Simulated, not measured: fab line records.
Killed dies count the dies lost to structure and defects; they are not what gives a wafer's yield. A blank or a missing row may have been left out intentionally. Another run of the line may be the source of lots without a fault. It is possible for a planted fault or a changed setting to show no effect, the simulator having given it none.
Struck lot and sound lot, side by side || flow n5_finfet || 39 steps out of a route of 1938
Sound: the wafers L610.1, L610.3, L610.5. Struck: wafer L613.2. (L613.3, L613.4 of the same lot were not struck and are left out.) The cause comes at the end.
Per side, at each step with rows, come the tool, then ch with its chambers, and then its first start. Under that, the readings that differ: sound wafers || struck wafers || difference of the means || sigmas: that difference in standard deviations of wafers without a fault.
alike: a reading whose means differ by less than 2 such deviations, as well as words and numbers matching on both sides. not compared: withheld readings; readings where some wafer has no value; bounds like >300 that might hide an equal value; numbers whose values overlap and for which the record gives no deviation.
The two part at a step that has a row with sigmas, a row that says differs or no value, or rows on one side only. Non-overlapping numbers with no deviation appear without sigmas and do not part them. A reading missing from all wafers of one side parts the sides only when that side holds two or more wafers.

first, 10 steps without rows for these wafers: N5_DUMMY_GATE_ETCH_23 (etches poly-Si in HBr/Cl2/O2, target depth 41 nm, time 22.3 s); N5_DUMMY_GATE_ETCH_44 (etches poly-Si in HBr/O2, stops on SiO2, target depth 127.5 nm); N5_DUMMY_GATE_ETCH_42 (etches SiO2 in CHF3/O2, target depth 3.5 nm, time 31 s); N5_DUMMY_GATE_STRIP_48 (strips in N2/H2, time 20 s); N5_DUMMY_GATE_PRECLEAN_33 (cleans in dHF, time 10 s); N5_DUMMY_GATE_PRECLEAN_25 (cleans in O3/DIW, time 45 s); N5_DUMMY_GATE_PRECLEAN_51 (cleans in SC2, time 45 s); N5_DUMMY_GATE_SRD_26 (time 30 s); N5_DUMMY_GATE_UV_OZONE_45 (time 120 s); N5_SPACER0_ALD_07 (deposits SiNx, target thk 2 nm).
N5_SPACER0_ALD_00: deposits SiOCN, target thk 3.5 nm, pulse time 3 s, purge time 2 s.
  sound on ald_sin-04 ch 0,2,3, day 5 10:27; struck on ald_sin-04 ch 2, day 6 02:10
{"reading": "ald_cycles", "sound": "58 58 58", "struck": 70, "difference": "+12", "sigmas": ""}
{"reading": "model.SiOCN_of_SPACER0_ALD_00.thk_nm (nm)", "sound": "3.6 3.6 3.6", "struck": 4.2, "difference": "+0.6", "sigmas": ""}
  alike: heater_power_w, precursor_pulse_height_rel
then, 25 steps without rows for these wafers: N5_SPACER0_ALD_08 (deposits SiNx, target thk 2 nm); N5_SD_EPI_N_COAT_32 (time 60 s, resist thk 350 nm); N5_SD_EPI_N_COAT_33 (time 60 s, resist thk 35 nm); N5_SD_EPI_N_COAT_03 (resist thk 150 nm); N5_SD_EPI_N_EBR_05; N5_SD_EPI_N_SOFTBAKE_04 (time 60 s); N5_SD_EPI_N_EXPOSE_06 (exposes mask SD N BLK, target cd 120 nm); N5_SD_EPI_N_PEB_07 (peb time 60 s); N5_SD_EPI_N_DEVELOP_08 (develop time 30 s); N5_SD_EPI_N_DESCUM_14 (chemistry O2, time 7.9 s); N5_SD_EPI_N_ETCH_34 (etches SiARC in CF4, target depth 45.5 nm, time 75.8 s); N5_SD_EPI_N_ETCH_35 (etches SOC in N2/H2, overetch 108 nm, time 486 s); N5_SD_EPI_N_STRIP_36 (strips in N2/H2); N5_SD_EPI_N_ETCHBACK_44 (etches SiNx in CH3F/O2, stops on SiO2, target depth 14.5 nm); N5_SD_EPI_N_ETCH_45 (etches SiOCN in CH3F/O2, target depth 6 nm); N5_SD_EPI_N_ETCH_16 (etches SiO2 in CHF3/O2, target depth 5 nm); N5_SD_EPI_N_STRIP_47 (strips in CHF3/O2); N5_SD_EPI_N_SD_RECESS_17 (chemistry HBr/Cl2/O2, target depth 41 nm, time 23.7 s, bt time 3 s); N5_SD_EPI_N_STRIP_38 (strips in N2/H2); N5_SD_EPI_N_WET_ETCH_43 (etches SiO2 in dHF, time 14 s, target depth 1.5 nm); N5_SD_EPI_N_STRIP_18 (strips in SPM, time 750 s); N5_SD_EPI_N_SRD_20 (time 30 s); N5_SD_EPI_N_PRECLEAN_48 (cleans in NF3:NH3, afs cycles 2, time 20 s, sublimation time 60 s); N5_SD_EPI_N_VAPOR_ETCH_50 (etches Si in HCl, time 54 s); N5_SD_EPI_N_EPI_21 (deposits Si:P, time 690 s).
N5_SD_EPI_P_PRECLEAN_32: cleans in dHF, time 10 s.
  sound on wet_bench-06 ch 5,6,7, day 5 20:10; struck on wet_bench-03 ch 4, day 6 11:59
{"reading": "model.SiOCN_of_SPACER0_ALD_00.thk_nm (nm)", "sound": "3.4 3.4 3.4", "struck": 4.2, "difference": "+0.8", "sigmas": ""}
-- the record jumps here: 7 days lie between the struck wafers' starts before and after (it left off in module SD_EPI_P and takes up again in module BEOL_M4, whose first step shown is number 1111 of the route) --
N5_BEOL_M4_RC_MEAS_101:
  sound on prober-01 ch 0, day 12 12:52; struck on prober-02 ch 0, day 13 19:52
{"reading": "DIBL_N (mV/V)", "sound": "36.7 34.6 32.9", "struck": 29.1, "difference": -5.6, "sigmas": -3}
{"reading": "DIBL_P (mV/V)", "sound": "37.7 35.8 34.1", "struck": 28.5, "difference": -7.4, "sigmas": -4}
{"reading": "IOFF_N (nA/um)", "sound": "0.203 0.151 0.127", "struck": 0.067, "difference": -0.093, "sigmas": -4}
{"reading": "IOFF_P (nA/um)", "sound": "0.258 0.226 0.200", "struck": 0.101, "difference": -0.127, "sigmas": -4}
{"reading": "ION_N (uA/um)", "sound": "695 674 660", "struck": 616, "difference": -60, "sigmas": -5}
{"reading": "ION_P (uA/um)", "sound": "473 463 464", "struck": 428, "difference": -39, "sigmas": -5}
{"reading": "REXT_N (ohm.um)", "sound": "76.1 77.9 78.3", "struck": 86.8, "difference": "+9.4", "sigmas": "+5"}
{"reading": "REXT_P (ohm.um)", "sound": "101.9 101.1 102.4", "struck": 110.9, "difference": "+9.1", "sigmas": "+6"}
{"reading": "SS_N (mV/dec)", "sound": "72.1 71.8 70.6", "struck": 69.1, "difference": -2.4, "sigmas": -4}
{"reading": "VT_N (mV)", "sound": "245 249 251", "struck": 264, "difference": "+16", "sigmas": "+5"}
{"reading": "VT_P (mV)", "sound": "-245 -249 -250", "struck": -262, "difference": -14, "sigmas": -4}
{"reading": "VT_P_LVT (mV)", "sound": "-94.6 -96.8 -96.7", "struck": -110.5, "difference": -14.5, "sigmas": -6}
  alike: SS_P
-- a jump in the record: the struck wafers' starts before and after are 4 days apart (it breaks off in module BEOL_M4 and resumes in module PASSIVATION, where the first step shown is number 1936 of the route) --
N5_PASSIVATION_PROBE_49:
  rows exist in the record for the struck wafers here (prober-01, day 18 06:53), but not for the sound ones

## WHERE THEY PART
Earliest at N5_BEOL_M4_RC_MEAS_101; latest, in this record, at N5_PASSIVATION_PROBE_49.

WHY: what the simulator had put in
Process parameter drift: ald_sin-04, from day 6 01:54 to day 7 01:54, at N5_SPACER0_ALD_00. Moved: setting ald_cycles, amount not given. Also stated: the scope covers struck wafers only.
